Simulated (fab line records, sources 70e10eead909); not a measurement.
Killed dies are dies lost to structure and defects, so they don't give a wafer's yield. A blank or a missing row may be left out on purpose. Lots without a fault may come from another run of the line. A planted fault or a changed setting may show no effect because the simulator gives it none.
fab line records | flow nand_harc
record lots=23 wafers=69 last_day=33
route steps=1302 shown P_CONTACT@240 P_M0@266 P_M1@302 P_M2@330
lots that met no fault: from a run of the same line without faults
start_h: hours from the record's first day to the start of the lot's first wafer shown | wait_h: hours since the lot's step before | " the same as in the row above | L1.1+2: a row that stands for several wafers | - no value, or no start given | * or withheld: withheld | < > ~ a bound
route shown NAME@n: a module of which the file shows steps, and the number in the route of the first | usual: mean/standard deviation of fault-free wafers | same: alike in all rows | chamber/n: place in a boat | sites: the reading at each site | _std_site: their standard deviation | _edge_site: outer sites' mean less inner sites' | radius_mm: how far each site lies from the wafer's centre | mask NAME#n: copy n | behind: the tool/chamber that last shaped the wafer | hold: why the lot was held/for how many hours/how that ended | device: the transistor (n, p or np) that didn't switch | end of line: the same wafers' tests at the end of the route | a step without rows: its recipe alone | killed: dies lost to structure and defects at the first sort, not the wafer's yield | map: a wafer's dies, x killed, . not, _ none there
set.NAME: the setting as run; set.NAME@STEP: as run at that earlier step | model.NAME: the simulator's own value behind a step, which no gauge read
steps of the route over a sample of lots; a table a step, a row a wafer
services: from which hour (start_h, from the record's first day; less than 0 if before it) a tool's chamber was out of use, for how many hours, and why
## steps
# step NHARC_P_CONTACT_ETCH_31
# recipe target_depth_a=300 time_s=85.7 ion_energy_ev=120 over_etch_frac=1 ch3f_flow_sccm=50 o2_flow_sccm=30 ar_flow_sccm=200 rf_w=500 bias_w=100 chemistry=CH3F/O2
# usual drypump_motor_current_A=5.8/0.31 oes_product_au=0.977/0.018 rf_vpp_V=243.9/1.8 showerhead_plenum_p_Torr=2.44/0.11 throttle_valve_pct=20.662/0.0082
# columns lot.wafer tool chamber start_h wait_h drypump_motor_current_A oes_product_au rf_hours_counter_h rf_vpp_V showerhead_plenum_p_Torr throttle_valve_pct
L074.3 rie_diel-01 0 - - 6.1 0.953 2.4 244.7 2.43 20.676
L074.1 " 2 " " 6.4 0.968 2.6 243.6 2.36 20.675
L074.5 " 0 " " 6.1 0.950 - 243.1 2.43 20.658
L075.2 rie_diel-01 3 - - 5.8 0.970 3.3 240.3 2.31 20.656
L075.4 " 1 " " 5.9 0.947 3.4 242.1 2.34 20.663
L075.3 " 2 " " 6.3 0.955 3.4 242.4 2.36 20.671
L076.4 rie_diel-12 3 - - 5.7 0.996 1.2 246.6 2.65 20.655
L076.1 " 0 " " 6.2 0.984 1.2 242.5 2.39 20.680
L076.3 " 2 " " 5.1 0.997 1.5 241.8 2.32 20.662
L077.1 rie_diel-05 3 - - 5.8 1.000 4.0 243.6 2.43 20.666
L077.2 " 1 " " 6.0 0.968 5.4 244.1 2.49 20.658
L077.6 " 2 " " 5.8 0.979 - 246.3 2.54 20.663
L078.4 rie_diel-12 0 - - 6.2 0.972 1.8 241.4 2.39 20.655
L078.2 " 1 " " 5.6 0.969 2.0 244.8 2.61 20.656
L078.6 " 3 " " 5.7 0.991 - 247.0 2.65 20.658
L079.3 rie_diel-01 2 - - 6.3 0.989 4.1 242.6 2.36 20.658
L079.5 " 3 " " 5.8 0.989 - 243.3 2.31 20.655
L079.6 " 0 " " 6.1 0.960 - 244.2 2.42 20.658
L080.4 rie_diel-01 3 - - 5.8 0.976 4.4 242.5 2.31 20.665
L080.1 " 0 " " 6.1 0.959 4.4 243.8 2.43 20.656
L080.5 " 0 " " 6.0 0.961 - 243.8 2.42 20.647
L081.2 rie_diel-01 0 - - 6.1 0.959 4.8 244.3 2.42 20.673
L081.3 " 1 " " 5.9 0.944 4.8 242.5 2.34 20.667
L081.6 " 3 " " 5.8 0.961 - 241.5 2.31 20.652
L082.1 rie_diel-05 0 - - 6.0 0.943 5.8 242.6 2.32 20.664
L082.4 " 0 " " 6.0 0.947 - 244.3 2.32 20.661
L082.5 " 1 " " 6.0 0.976 - 244.8 2.48 20.668
L083.1 rie_diel-05 0 - - 6.0 0.957 7.3 243.4 2.32 20.646
L083.3 " 2 " " 5.8 0.973 9.6 244.7 2.54 20.670
L083.5 " 1 " " 6.0 0.985 - 245.2 2.48 20.670
L084.1 rie_diel-05 1 221.18 0.1 6.0 0.982 10.0 244.8 2.48 20.666
L084.3 " 1 " " 6.0 0.975 - 245.6 2.48 20.651
L084.5 " 1 " " 6.0 0.991 - 243.5 2.48 20.655
L086.4 rie_diel-12 3 - - 5.7 1.006 3.9 246.1 2.65 20.670
L086.3 " 0 " " 6.2 0.997 3.9 242.8 2.39 20.651
L086.1 " 1 " " 5.6 0.987 3.9 247.7 2.61 20.680
L087.1 rie_diel-05 0 - - 6.0 0.989 0.6 242.0 2.32 20.667
L087.2 " 2 " " 5.8 1.004 0.3 243.8 2.54 20.661
L087.6 " 0 " " 6.0 0.977 - 243.3 2.32 20.655
L088.1 rie_diel-05 3 - - 5.8 1.015 2.0 242.7 2.43 20.662
L088.3 " 2 " " 5.8 1.005 1.8 245.4 2.54 20.655
L088.5 " 3 " " 5.8 1.011 - 244.3 2.43 20.662
L089.3 rie_diel-01 1 - - 5.9 0.987 1.5 242.0 2.34 20.655
L089.5 " 2 " " 6.3 1.002 - 243.9 2.36 20.677
L089.6 " 3 " " 5.8 0.982 - 241.6 2.31 20.663
L090.2 rie_diel-12 0 - - 6.2 0.980 0.5 243.2 2.39 20.656
L090.1 " 1 " " 5.6 0.949 0.5 245.8 2.61 20.659
L090.4 " 2 " " 5.1 1.007 0.4 242.2 2.32 20.664
L091.6 rie_diel-12 1 - - 5.6 0.974 - 246.0 2.61 20.655
L091.5 " 2 " " 5.1 0.999 - 241.6 2.32 20.656
L091.4 " 0 " " 6.2 0.992 - 242.9 2.39 20.663
L092.4 rie_diel-01 1 - - 5.9 0.983 2.2 242.1 2.34 20.678
L092.6 " 0 " " 6.0 0.966 - 244.3 2.42 20.664
L092.5 " 1 " " 5.9 0.981 - 243.1 2.34 20.645
L093.1 rie_diel-12 3 - - 5.7 0.986 1.2 246.5 2.65 20.673
L093.4 " 1 " " 5.6 0.960 1.8 247.0 2.61 20.668
L093.5 " 2 " " 5.2 0.989 - 243.5 2.32 20.669
L094.4 rie_diel-05 2 - - 5.8 0.996 4.3 245.9 2.54 20.664
L094.1 " 3 " " 5.8 0.998 4.1 244.5 2.43 20.659
L094.5 " 1 " " 6.0 0.966 - 244.4 2.48 20.670
L095.1 rie_diel-12 3 - - 5.7 0.986 1.9 246.7 2.65 20.661
L095.3 " 0 " " 6.2 0.981 2.1 244.9 2.39 20.669
L095.5 " 1 " " 5.6 0.966 - 245.6 2.61 20.662
L096.4 rie_diel-05 3 - - 5.8 1.008 4.8 243.9 2.43 20.665
L096.1 " 1 " " 6.0 0.979 4.7 244.4 2.48 20.661
L096.6 " 0 " " 6.0 0.964 - 243.7 2.31 20.652
L097.1 rie_diel-12 0 - - 6.2 0.941 2.5 244.8 2.39 20.650
L097.4 " 2 " " 5.1 0.964 3.2 241.2 2.32 20.672
L097.3 " 3 " " 5.7 0.956 2.6 246.6 2.65 20.649
# step NHARC_P_CONTACT_STRIP_28
# recipe o2_flow_sccm=500 ar_flow_sccm=0 bias_w=0 chemistry=O2
# usual drypump_motor_current_A=5.8/0.34 oes_product_au=1.003/0.013 rf_vpp_V=57.6/0.96 showerhead_plenum_p_Torr=3.49/0.16 throttle_valve_pct=17.035/0.0091
# columns lot.wafer tool chamber start_h wait_h drypump_motor_current_A oes_product_au rf_hours_counter_h rf_vpp_V showerhead_plenum_p_Torr throttle_valve_pct
L074.1 rie_diel-01 3 112.31 0.1 5.8 1.005 2.6 56.1 3.32 17.040
L074.3 " 2 " " 6.3 0.994 2.7 56.9 3.39 17.051
L074.5 " 0 " " 6.1 0.983 - 58.1 3.48 17.035
L075.2 rie_diel-12 3 134.33 0.1 5.7 1.013 0.8 59.5 3.80 17.035
L075.4 " 0 " " 6.2 1.006 0.7 57.7 3.44 17.040
L075.3 " 1 " " 5.6 1.002 1.0 58.2 3.74 17.044
L076.1 rie_diel-01 3 142.29 0.1 5.8 1.010 3.4 55.9 3.32 17.027
L076.3 " 0 " " 6.1 0.986 3.3 57.9 3.48 17.035
L076.4 " 0 " " 6.1 0.990 - 57.1 3.48 17.028
L077.2 rie_diel-01 2 149.05 0.1 6.4 0.990 3.4 57.0 3.39 17.035
L077.1 " 0 " " 6.1 0.988 3.3 56.7 3.48 17.038
L077.6 " 2 " " 6.4 0.993 - 58.0 3.39 17.035
L078.4 rie_diel-01 3 161.41 0.1 5.8 1.005 3.7 57.2 3.32 17.032
L078.2 " 0 " " 6.1 0.986 3.6 57.5 3.48 17.041
L078.6 " 2 " " 6.4 1.012 - 57.0 3.39 17.037
L079.3 rie_diel-12 0 171.82 0.1 6.2 1.006 2.0 57.5 3.44 17.044
L079.5 " 0 " " 6.2 1.008 - 59.1 3.44 17.026
L079.6 " 1 " " 5.6 0.998 - 58.1 3.74 17.049
L080.4 rie_diel-12 2 174.55 0.1 5.1 1.010 2.3 57.4 3.34 17.046
L080.1 " 0 " " 6.2 0.997 2.0 58.7 3.44 17.028
L080.5 " 2 " " 5.1 1.009 - 59.7 3.34 17.033
L081.3 rie_diel-12 2 186.95 0.1 5.2 1.005 2.4 55.5 3.34 17.046
L081.2 " 3 " " 5.7 1.014 2.3 58.9 3.79 17.026
L081.6 " 2 " " 5.2 1.009 - 57.9 3.34 17.034
L082.1 rie_diel-12 2 197.86 0.1 5.2 1.001 2.6 58.1 3.34 17.037
L082.4 " 3 " " 5.7 1.006 2.5 58.7 3.79 17.030
L082.5 " 1 " " 5.6 0.981 - 59.5 3.74 17.020
L083.3 rie_diel-12 2 210.80 0.1 5.1 1.003 3.0 56.4 3.34 17.037
L083.1 " 3 " " 5.7 1.012 3.0 59.2 3.79 17.031
L083.5 " 3 " " 5.7 1.012 - 58.1 3.79 17.034
L084.1 rie_diel-05 2 221.45 0.1 5.8 0.995 10.5 56.9 3.64 17.044
L084.3 " 2 " " 5.8 0.995 - 57.0 3.64 17.047
L084.5 " 1 " " 6.0 1.013 - 56.8 3.56 17.036
L086.4 rie_diel-01 3 234.32 0.1 5.7 1.008 0.5 56.5 3.32 17.037
L086.1 " 1 " " 5.9 0.998 0.5 56.2 3.37 17.046
L086.3 " 2 " " 6.4 1.020 0.5 57.4 3.39 17.048
L087.1 rie_diel-12 2 248.09 0.1 5.1 1.008 4.3 56.3 3.34 17.041
L087.2 " 3 " " 5.7 1.005 4.2 58.9 3.79 17.038
L087.6 " 1 " " 5.6 0.994 - 58.0 3.74 17.027
L088.3 rie_diel-05 3 270.61 0.1 5.8 1.035 2.0 57.4 3.48 17.025
L088.1 " 1 " " 6.0 1.000 2.0 57.7 3.56 17.027
L088.5 " 2 " " 5.8 1.030 - 58.3 3.64 17.057
L089.3 rie_diel-05 3 271.04 0.1 5.8 1.038 2.0 57.7 3.48 17.035
L089.5 " 0 " " 6.0 0.998 - 58.0 3.33 17.047
L089.6 " 1 " " 6.0 1.004 - 57.1 3.56 17.041
L090.2 rie_diel-01 1 288.48 0.1 5.9 0.999 1.9 57.1 3.37 17.027
L090.4 " 3 " " 5.8 0.999 1.9 58.9 3.32 17.034
L090.1 " 0 " " 6.1 1.000 1.9 57.3 3.48 17.033
L091.4 rie_diel-05 2 295.08 0.1 5.8 1.026 3.5 58.1 3.64 17.029
L091.6 " 2 " " 5.8 1.035 - 58.0 3.64 17.026
L091.5 " 3 " " 5.8 1.036 - 56.1 3.48 17.040
L092.5 rie_diel-12 1 295.17 0.1 5.6 0.986 - 57.7 3.74 17.036
L092.4 " 2 " " 5.2 1.026 - 56.3 3.34 17.029
L092.6 " 0 " " 6.2 0.996 - 58.0 3.44 17.038
L093.1 rie_diel-01 3 313.03 0.1 5.8 1.008 2.7 58.1 3.32 17.046
L093.4 " 1 " " 5.9 0.999 2.5 57.6 3.37 17.042
L093.5 " 3 " " 5.8 1.011 - 55.7 3.32 17.033
L094.4 rie_diel-12 2 313.73 0.1 5.1 1.011 1.9 56.9 3.34 17.031
L094.1 " 1 " " 5.6 0.992 1.8 58.5 3.74 17.031
L094.5 " 2 " " 5.1 1.009 - 58.0 3.34 17.029
L095.1 rie_diel-01 2 323.82 0.1 6.3 1.013 2.6 58.0 3.39 17.032
L095.3 " 3 " " 5.8 1.006 2.8 58.1 3.32 17.029
L095.5 " 1 " " 5.9 1.010 - 56.5 3.37 17.040
L096.4 rie_diel-05 3 333.84 0.1 5.8 1.020 4.9 57.0 3.48 17.036
L096.1 " 1 " " 6.0 0.998 4.8 58.5 3.56 17.034
L096.6 " 0 " " 6.0 0.995 - 55.3 3.33 17.045
L097.1 rie_diel-12 0 352.59 0.1 6.2 0.989 2.6 59.7 3.43 17.042
L097.3 " 1 " " 5.6 0.977 2.7 58.7 3.74 17.038
L097.4 " 3 " " 5.7 0.990 2.6 59.8 3.79 17.037
# step NHARC_P_M0_DESCUM_14
# recipe time_s=3 o2_flow_sccm=200 ar_flow_sccm=0 bias_power_w=0 chemistry=O2
# usual drypump_motor_current_A=5.7/0.44 oes_product_au=1.005/0.011 rf_vpp_V=57.7/0.86 showerhead_plenum_p_Torr=1.89/0.097 throttle_valve_pct=11.310/0.0082
# columns lot.wafer tool chamber start_h wait_h drypump_motor_current_A oes_product_au rf_hours_counter_h rf_vpp_V showerhead_plenum_p_Torr throttle_valve_pct
L074.3 rie_diel-02 3 115.57 0.1 6.6 1.007 21 57.3 1.78 11.304
L074.1 " 2 " " 6.0 1.006 19 58.2 1.88 11.317
L074.5 " 0 " " 5.7 0.989 - 57.2 2.07 11.314
L075.4 rie_diel-09 1 137.55 0.1 5.7 0.997 50 57.2 2.06 11.308
L075.2 " 2 " " 5.3 1.009 55 56.5 1.77 11.308
L075.3 " 3 " " 6.4 1.013 54 55.5 1.81 11.309
L076.1 rie_diel-06 0 145.51 0.1 5.8 1.000 1 57.9 1.77 11.308
L076.3 " 1 " " 5.2 0.992 1 58.6 1.85 11.315
L076.4 " 3 " " 5.1 1.006 1 57.7 1.86 11.320
L077.1 rie_diel-06 1 152.14 0.1 5.3 0.999 1 57.8 1.85 11.311
L077.2 " 2 " " 5.8 0.990 2 56.7 1.91 11.304
L077.6 " 0 " " 5.8 0.995 - 57.3 1.77 11.316
L078.2 rie_diel-06 1 164.67 0.1 5.2 0.987 2 56.5 1.85 11.311
L078.4 " 2 " " 5.7 0.991 3 57.7 1.91 11.300
L078.6 " 3 " " 5.1 0.995 - 56.8 1.86 11.312
L079.3 rie_diel-06 2 175.00 0.1 5.7 0.985 6 59.1 1.91 11.316
L079.6 " 1 " " 5.3 0.983 - 57.3 1.85 11.314
L079.5 " 2 " " 5.8 0.983 - 57.9 1.91 11.294
L080.1 rie_diel-06 3 177.76 0.1 5.1 1.014 7 57.1 1.86 11.307
L080.4 " 1 " " 5.3 0.990 7 56.9 1.85 11.310
L080.5 " 2 " " 5.8 0.998 - 57.6 1.91 11.323
L081.2 rie_diel-06 2 191.10 0.1 5.7 0.996 10 59.1 1.91 11.310
L081.3 " 3 " " 5.1 1.004 9 56.9 1.86 11.309
L081.6 " 0 " " 5.8 1.002 - 57.0 1.77 11.305
L082.1 rie_diel-06 3 201.05 0.1 5.1 1.009 11 56.6 1.86 11.310
L082.4 " 0 " " 5.8 0.991 10 57.4 1.77 11.300
L082.5 " 2 " " 5.7 0.987 - 57.6 1.91 11.306
L083.3 rie_diel-06 3 214.08 0.1 5.1 1.015 14 56.9 1.86 11.311
L083.1 " 0 " " 5.8 0.997 12 57.7 1.77 11.305
L083.5 " 3 " " 5.1 1.013 - 56.9 1.86 11.321
L084.3 rie_diel-06 0 224.62 0.1 5.8 1.000 14 56.0 1.77 11.300
L084.1 " 1 " " 5.2 1.004 12 56.9 1.85 11.322
L084.5 " 0 " " 5.8 0.994 - 57.2 1.77 11.311
L086.3 rie_diel-09 3 237.41 0.1 6.4 1.013 31 59.3 1.80 11.307
L086.4 " 0 " " 5.2 1.009 25 58.2 1.84 11.322
L086.1 " 2 " " 5.2 1.007 28 59.3 2.07 11.289
L087.2 rie_diel-02 1 251.32 0.1 6.1 1.002 8 57.9 1.93 11.320
L087.1 " 2 " " 6.0 1.018 9 58.6 1.86 11.307
L087.6 " 3 " " 6.5 1.018 - 59.1 2.07 11.312
L088.3 rie_diel-09 1 274.00 0.2 5.7 1.008 39 58.0 2.05 11.317
L088.1 " 3 " " 6.4 1.018 45 57.0 1.80 11.317
L088.5 " 1 " " 5.7 1.001 - 58.6 2.05 11.315
L089.3 rie_diel-02 1 274.62 0.1 6.1 0.999 15 56.3 1.93 11.312
L089.5 " 0 " " 5.7 0.990 - 58.5 2.05 11.325
L089.6 " 1 " " 6.1 1.002 - 59.0 1.93 11.296
L090.4 rie_diel-09 2 291.71 0.1 5.3 1.005 49 57.3 2.06 11.317
L090.1 " 0 " " 5.2 1.011 44 58.1 1.84 11.323
L090.2 " 1 " " 5.8 1.003 45 57.4 2.04 11.311
L091.4 rie_diel-06 1 298.18 0.1 5.2 1.006 25 57.5 1.84 11.325
L091.6 " 1 " " 5.2 0.998 - 58.0 1.84 11.314
L091.5 " 2 " " 5.8 0.991 - 57.8 1.90 11.315
L092.4 rie_diel-02 2 298.89 0.1 6.0 1.022 21 59.4 1.86 11.310
L092.6 " 3 " " 6.5 1.011 - 58.9 2.07 11.308
L092.5 " 0 " " 5.7 1.001 - 56.9 2.05 11.308
L093.1 rie_diel-06 0 316.31 0.1 5.8 1.024 0 56.8 1.77 11.307
L093.4 " 0 " " 5.8 1.016 - 55.8 1.77 11.319
L093.5 " 3 " " 5.1 1.008 - 57.3 1.86 11.311
L094.1 rie_diel-02 1 316.97 0.1 6.1 0.999 29 57.8 1.92 11.302
L094.5 " 1 " " 6.1 1.000 - 58.9 1.92 11.315
L094.4 " 2 " " 6.0 1.026 - 58.4 1.86 11.309
L095.3 rie_diel-06 3 327.02 0.1 5.1 1.019 3 56.5 1.86 11.301
L095.1 " 2 " " 5.8 1.021 1 59.1 1.90 11.305
L095.5 " 0 " " 5.8 1.015 - 57.3 1.76 11.307
L096.4 rie_diel-02 2 337.09 0.1 6.0 1.034 34 56.7 1.86 11.308
L096.1 " 3 " " 6.6 1.005 30 58.5 2.07 11.290
L096.6 " 2 " " 6.0 1.028 - 57.3 1.86 11.322
L097.4 rie_diel-06 0 355.81 0.1 5.8 1.021 11 57.5 1.76 11.315
L097.3 " 2 " " 5.8 1.024 8 58.0 1.90 11.305
L097.1 " 3 " " 5.2 1.005 9 57.5 1.85 11.297
# step NHARC_P_M1_STRIP_18
# recipe power_w=1000 n2_flow_sccm=150 h2_flow_sccm=150 ar_flow_sccm=0 bias_w=0 chemistry=N2/H2
# usual drypump_motor_current_A=5.6/0.48 oes_product_au=0.998/0.014 rf_vpp_V=90.6/0.97 showerhead_plenum_p_Torr=2.01/0.054 throttle_valve_pct=14.171/0.0089
# columns lot.wafer tool chamber start_h wait_h drypump_motor_current_A oes_product_au rf_hours_counter_h rf_vpp_V showerhead_plenum_p_Torr throttle_valve_pct
L074.3 rie_diel-08 3 120.04 0.1 6.2 1.016 30 89.1 1.93 14.172
L074.1 " 1 " " 6.2 0.997 35 90.9 2.08 14.174
L074.5 " 3 " " 6.2 1.012 - 91.0 1.93 14.168
L075.4 rie_diel-13 0 142.00 0.1 5.5 1.016 14 89.9 2.10 14.188
L075.2 " 1 " " 6.4 0.985 14 90.6 1.99 14.174
L075.3 " 3 " " 5.1 1.013 14 91.7 2.03 14.164
L076.1 rie_diel-08 3 150.07 0.1 6.2 1.009 39 91.6 1.93 14.178
L076.4 " 0 " " 4.9 0.992 34 90.2 1.91 14.178
L076.3 " 2 " " 5.4 0.978 45 90.0 2.00 14.177
L077.2 rie_diel-08 0 156.65 0.1 4.9 0.999 36 88.4 1.91 14.156
L077.1 " 2 " " 5.4 0.975 47 89.8 2.00 14.177
L077.6 " 0 " " 4.9 1.008 - 91.2 1.91 14.172
L078.2 rie_diel-07 1 169.08 0.1 5.2 1.003 2 90.6 2.04 14.159
L078.4 " 3 " " 5.3 1.008 2 89.5 2.06 14.168
L078.6 " 2 " " 5.9 1.008 - 90.9 2.02 14.186
L079.3 rie_diel-13 1 180.20 0.1 6.4 1.002 0 92.2 1.99 14.184
L079.6 " 3 " " 5.1 1.001 - 88.2 2.03 14.170
L079.5 " 0 " " 5.5 0.993 - 91.1 2.09 14.171
L080.1 rie_diel-13 1 182.37 0.1 6.4 1.002 0 90.1 1.99 14.167
L080.4 " 2 " " 5.4 0.990 0 90.3 1.99 14.188
L080.5 " 1 " " 6.4 0.992 - 89.5 1.99 14.179
L081.3 rie_diel-13 2 195.66 0.1 5.4 0.970 1 90.4 1.98 14.165
L081.2 " 1 " " 6.4 0.973 1 89.6 1.99 14.170
L081.6 " 2 " " 5.4 0.985 - 90.9 1.98 14.171
L082.1 rie_diel-13 0 205.58 0.1 5.5 0.994 2 90.8 2.09 14.172
L082.4 " 1 " " 6.4 0.999 2 91.3 1.99 14.185
L082.5 " 2 " " 5.4 0.981 - 90.3 1.98 14.181
L083.1 rie_diel-08 3 218.70 0.1 6.2 1.001 6 90.2 1.92 14.179
L083.3 " 0 " " 4.9 1.006 7 88.6 1.90 14.171
L083.5 " 2 " " 5.4 1.012 - 89.4 1.99 14.179
L084.3 rie_diel-08 1 229.17 0.1 6.2 1.000 10 90.8 2.07 14.175
L084.1 " 2 " " 5.5 1.004 8 89.4 1.99 14.168
L084.5 " 2 " " 5.4 1.017 - 90.4 1.99 14.168
L086.3 rie_diel-08 2 241.88 0.1 5.4 1.017 10 92.1 1.99 14.175
L086.1 " 3 " " 6.2 0.998 11 91.4 1.92 14.163
L086.4 " 0 " " 4.9 1.009 12 90.1 1.90 14.166
L087.1 rie_diel-13 2 255.94 0.1 5.3 0.982 6 90.5 1.98 14.169
L087.2 " 0 " " 5.5 0.980 6 90.0 2.09 14.170
L087.6 " 1 " " 6.4 0.987 - 89.6 1.99 14.158
L088.1 rie_diel-07 3 278.50 0.1 5.4 1.017 9 91.2 2.06 14.167
L088.3 " 0 " " 6.0 1.008 9 90.5 1.95 14.165
L088.5 " 2 " " 5.9 1.010 - 90.5 2.02 14.169
L089.3 rie_diel-13 0 279.56 0.1 5.5 0.993 8 91.2 2.09 14.193
L089.6 " 0 " " 5.5 0.994 - 92.1 2.09 14.150
L089.5 " 1 " " 6.4 1.001 - 92.4 1.99 14.163
L090.4 rie_diel-13 3 296.86 0.8 5.1 0.985 8 92.1 2.02 14.177
L090.1 " 0 " " 5.5 0.997 10 91.4 2.09 14.170
L090.2 " 2 " " 5.4 0.978 8 90.4 1.98 14.171
L091.4 rie_diel-13 3 302.69 0.1 5.1 0.996 10 91.2 2.02 14.181
L091.6 " 0 " " 5.5 0.990 - 90.7 2.09 14.161
L091.5 " 1 " " 6.4 0.992 - 89.4 1.99 14.176
L092.4 rie_diel-07 3 303.27 0.1 5.3 1.019 0 91.6 2.06 14.172
L092.6 " 3 " " 5.3 1.011 - 89.9 2.06 14.189
L092.5 " 0 " " 6.0 1.016 - 91.5 1.95 14.170
L093.1 rie_diel-07 0 321.07 0.1 6.0 1.023 1 91.1 1.95 14.178
L093.4 " 3 " " 5.4 1.025 1 89.9 2.06 14.172
L093.5 " 1 " " 5.3 0.986 - 89.5 2.04 14.156
L094.1 rie_diel-13 2 321.49 0.1 5.4 0.965 11 88.1 1.98 14.184
L094.4 " 3 " " 5.1 0.979 11 90.2 2.02 14.162
L094.5 " 1 " " 6.4 0.983 - 89.2 1.99 14.158
L095.3 rie_diel-07 3 331.39 0.1 5.4 1.029 2 92.1 2.06 14.182
L095.1 " 0 " " 5.9 1.004 2 88.4 1.95 14.163
L095.5 " 1 " " 5.2 0.994 - 90.0 2.04 14.161
L096.1 rie_diel-07 3 341.54 0.1 5.3 1.031 2 89.8 2.06 14.165
L096.4 " 1 " " 5.3 0.982 2 90.5 2.03 14.167
L096.6 " 0 " " 6.0 1.021 - 90.3 1.95 14.167
L097.1 rie_diel-13 2 360.44 0.1 5.4 0.986 1 92.2 1.98 14.167
L097.4 " 0 " " 5.5 1.010 2 92.3 2.09 14.165
L097.3 " 1 " " 6.4 1.007 1 89.9 1.99 14.167
# step NHARC_P_M1_PVD_21
# recipe target_thk_a=300 chamber_pressure_pa=5 power_w=5000 substrate_temp_c=30 time_s=20.49 material=Cu
# usual throttle_valve_pct=30.4/1
# columns lot.wafer tool chamber start_h wait_h throttle_valve_pct
L074.1 pvd_sputter-03 - - - 29.1
L074.3 " - " " 28.9
L074.5 " - " " 28.8
L075.4 pvd_sputter-01 - - - 29.2
L075.3 " - " " 30.3
L075.2 " - " " 31.4
L076.4 pvd_sputter-01 - - - 30.3
L076.1 " - " " 29.0
L076.3 " - " " 30.3
L077.1 pvd_sputter-01 - - - 31.5
L077.2 " - " " 29.8
L077.6 " - " " 31.2
L078.4 pvd_sputter-03 - - - 30.5
L078.2 " - " " 29.1
L078.6 " - " " 28.9
L079.3 pvd_sputter-02 - - - 31.3
L079.5 " - " " 31.3
L079.6 " - " " 30.4
L080.4 pvd_sputter-01 - - - 31.2
L080.1 " - " " 30.0
L080.5 " - " " 30.3
L081.2 pvd_sputter-01 - - - 30.2
L081.3 " - " " 29.1
L081.6 " - " " 31.3
L082.1 pvd_sputter-02 - - - 31.9
L082.4 " - " " 31.1
L082.5 " - " " 32.0
L083.1 pvd_sputter-03 - - - 29.7
L083.3 " - " " 29.1
L083.5 " - " " 29.8
L084.3 pvd_sputter-02 - - - 29.8
L084.1 " - " " 32.1
L084.5 " - " " 30.6
L086.1 pvd_sputter-02 - - - 32.0
L086.4 " - " " 31.3
L086.3 " - " " 30.0
L087.2 pvd_sputter-02 - - - 30.1
L087.1 " - " " 31.0
L087.6 " - " " 29.9
L088.1 pvd_sputter-03 - - - 30.1
L088.3 " - " " 29.5
L088.5 " - " " 29.3
L089.3 pvd_sputter-02 - - - 29.9
L089.5 " - " " 31.0
L089.6 " - " " 30.7
L090.2 pvd_sputter-02 - - - 30.2
L090.4 " - " " 32.1
L090.1 " - " " 31.3
L091.4 pvd_sputter-01 - - - 29.4
L091.5 " - " " 31.7
L091.6 " - " " 30.8
L092.4 pvd_sputter-03 - - - 28.7
L092.5 " - " " 30.0
L092.6 " - " " 28.8
L093.4 pvd_sputter-01 - - - 29.5
L093.1 " - " " 30.5
L093.5 " - " " 29.8
L094.1 pvd_sputter-02 - - - 32.4
L094.4 " - " " 31.4
L094.5 " - " " 31.5
L095.1 pvd_sputter-02 - - - 30.0
L095.3 " - " " 32.3
L095.5 " - " " 32.2
L096.1 pvd_sputter-02 - - - 32.1
L096.4 " - " " 29.6
L096.6 " - " " 31.3
L097.3 pvd_sputter-01 - - - 31.8
L097.4 " - " " 31.0
L097.1 " - " " 29.2
# step NHARC_P_M2_INSPECT_11
# usual raw_defect_count=5/3
# columns lot.wafer tool chamber start_h wait_h raw_defect_count
L074.1 defect_inspect-02 - 123.71 0.0 6
L074.3 " - " " 4
L074.5 " - " " 2
L075.2 defect_inspect-01 - 145.62 0.0 8
L075.3 " - " " 3
L075.4 " - " " 5
L076.1 defect_inspect-02 - 153.88 0.0 5
L076.3 " - " " 2
L076.4 " - " " 3
L077.1 defect_inspect-01 - 160.60 0.0 2
L077.2 " - " " 6
L077.6 " - " " 3
L078.2 defect_inspect-01 - 173.47 0.0 3
L078.4 " - " " 7
L078.6 " - " " 1
L079.3 defect_inspect-02 - 183.87 0.0 6
L079.5 " - " " 4
L079.6 " - " " 2
L080.1 defect_inspect-02 - 186.06 0.0 5
L080.4 " - " " 5
L080.5 " - " " 2
L081.2 defect_inspect-02 - 199.39 0.0 4
L081.3 " - " " 7
L081.6 " - " " 3
L082.1 defect_inspect-02 - 209.12 0.0 4
L082.4 " - " " 5
L082.5 " - " " 2
L083.1 defect_inspect-02 - 222.27 0.0 3
L083.3 " - " " 7
L083.5 " - " " 2
L084.1 defect_inspect-01 - 232.90 0.0 2
L084.3 " - " " 3
L084.5 " - " " 6
L086.1 defect_inspect-02 - 245.73 0.0 3
L086.3 " - " " 6
L086.4 " - " " 1
L087.1 defect_inspect-01 - 259.79 0.0 14
L087.2 " - " " 13
L087.6 " - " " 4
L088.1 defect_inspect-02 - 282.29 0.0 2
L088.3 " - " " 2
L088.5 " - " " 5
L089.3 defect_inspect-01 - 283.26 0.0 6
L089.5 " - " " 2
L089.6 " - " " 3
L090.1 defect_inspect-02 - 300.62 0.0 8
L090.2 " - " " 12
L090.4 " - " " 10
L091.4 defect_inspect-02 - 306.32 0.0 4
L091.5 " - " " 5
L091.6 " - " " 11
L092.4 defect_inspect-02 - 307.02 0.0 4
L092.5 " - " " 13
L092.6 " - " " 7
L093.1 defect_inspect-02 - 324.71 0.0 4
L093.4 " - " " 10
L093.5 " - " " 6
L094.1 defect_inspect-01 - 325.17 0.0 1
L094.4 " - " " 3
L094.5 " - " " 8
L095.1 defect_inspect-01 - 334.93 0.0 7
L095.3 " - " " 8
L095.5 " - " " 5
L096.1 defect_inspect-02 - 345.24 0.0 4
L096.4 " - " " 2
L096.6 " - " " 3
L097.1 defect_inspect-01 - 364.16 0.0 3
L097.3 " - " " 3
L097.4 " - " " 2
## services
# columns tool chamber start_h hours kind
rie_diel-06 3 89.64 8.3 repair
rie_diel-12 - 91.49 9.0 pm
rie_diel-05 3 103.47 12.2 repair
rie_diel-05 0 105.38 10.8 repair
rie_diel-12 2 123.81 3.2 repair
rie_diel-06 - 130.20 9.0 pm
rie_diel-01 2 135.30 10.5 repair
rie_diel-05 3 159.24 77.6 repair
rie_diel-06 1 184.22 11.9 repair
rie_diel-01 - 203.80 9.0 pm
rie_diel-05 0 215.11 18.6 repair
rie_diel-12 3 220.02 7.5 repair
rie_diel-06 2 221.24 4.8 repair
rie_diel-12 0 221.73 5.2 repair
rie_diel-05 - 229.60 9.0 pm
rie_diel-12 - 268.51 9.0 pm
rie_diel-01 - 276.34 0.8 repair
rie_diel-12 - 281.84 0.7 repair
rie_diel-05 - 291.86 2.9 repair
rie_diel-12 3 293.25 15.9 repair
rie_diel-01 - 301.00 0.1 repair
rie_diel-12 0 305.73 4.8 repair
rie_diel-06 - 307.20 9.0 pm
rie_diel-01 - 332.76 0.3 repair
## key
fault none
